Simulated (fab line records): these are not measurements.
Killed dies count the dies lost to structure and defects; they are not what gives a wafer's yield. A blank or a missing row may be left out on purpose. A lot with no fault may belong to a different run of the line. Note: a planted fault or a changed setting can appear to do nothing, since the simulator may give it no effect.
2 desks looking at one fault :: flow n5Finfet :: each desk holds nothing but its own numbers, with what lay behind them at the end

FROM THE METROLOGY DESK
Means of the sampled wafers that have a number, per lot and without regard to the tool the lot ran on: this is what the gauges read. If a lot's mean is further than 4 standard deviations from the usual mean, the lot is out of limits and carries the mark OUT (the distance appears in the brackets).
Columns: A = PASS_OPEN_OVL at N5_PASSIVATION_OVL_MEAS_66, usual -1 nm
lot: L777
first seen here: day 12 10:08
A: -0

lot: L775
first seen here: day 12 15:10
A: 3

lot: L776
first seen here: day 12 16:40
A: 1

lot: L778
first seen here: day 13 07:38
A: -5

lot: L779
first seen here: day 13 08:11
A: -8

lot: L785
first seen here: day 14 23:52
A: -1

lot: L792
first seen here: day 15 23:30
A: -3

lot: L788
first seen here: day 16 00:20
A: 0

lot: L791
first seen here: day 16 04:13
A: 4

lot: L797
first seen here: day 17 23:51
A: -3

lot: L798
first seen here: day 18 01:19
A: 1
This desk found nothing out of limits on any of the 11 lots.

FOR THE TOOL OWNER'S DESK: rieDiel-06
The tool's own readings at N5_HKMG_FIN_STRIP_90 (strips SOC in N2/H2, time 20 s): means of the sampled wafers that have a number, for each lot that ran on this tool. If a lot's mean is further than 4 standard deviations from the usual mean, the lot is out of limits and carries the mark OUT (the distance appears in the brackets).
Columns: A = drypumpMotorCurrentA at N5_HKMG_FIN_STRIP_90, usual 5.7 A; B = oesProductAu at N5_HKMG_FIN_STRIP_90, usual 0.74 a.u.; C = powerW at N5_HKMG_FIN_STRIP_90, usual 500.1 W; D = rfVppV at N5_HKMG_FIN_STRIP_90, usual 54.1 V; E = showerheadPlenumPTorr at N5_HKMG_FIN_STRIP_90, usual 3.35 Torr; F = throttleValvePct at N5_HKMG_FIN_STRIP_90, usual 19.19 %
lot: L776
first seen here: day 4 09:05
A: 5.8
B: 0.76
C: 500.3
D: 53.4
E: 3.31
F: 19.01

lot: L777
first seen here: day 4 17:53
A: 5.7
B: 0.74
C: 500.9
D: 54.0
E: 3.26
F: 19.08

lot: L778
first seen here: day 4 23:13
A: 5.5
B: 0.75
C: 499.9
D: 53.1
E: 3.36
F: 19.10

lot: L779
first seen here: day 5 04:47
A: 5.8
B: 0.75
C: 500.5
D: 54.1
E: 3.31
F: 19.02

lot: L785
first seen here: day 6 19:15
A: 5.7
B: 0.73
C: 498.8
D: 53.7
E: 3.29
F: 19.29
This desk found nothing out of limits on any of the 5 lots.

ALL TOGETHER
From the metrology desk's view, nothing was out of limits.
The desk of the tool owner found nothing out of limits.

WHAT WAS PUT IN BY THE SIMULATOR
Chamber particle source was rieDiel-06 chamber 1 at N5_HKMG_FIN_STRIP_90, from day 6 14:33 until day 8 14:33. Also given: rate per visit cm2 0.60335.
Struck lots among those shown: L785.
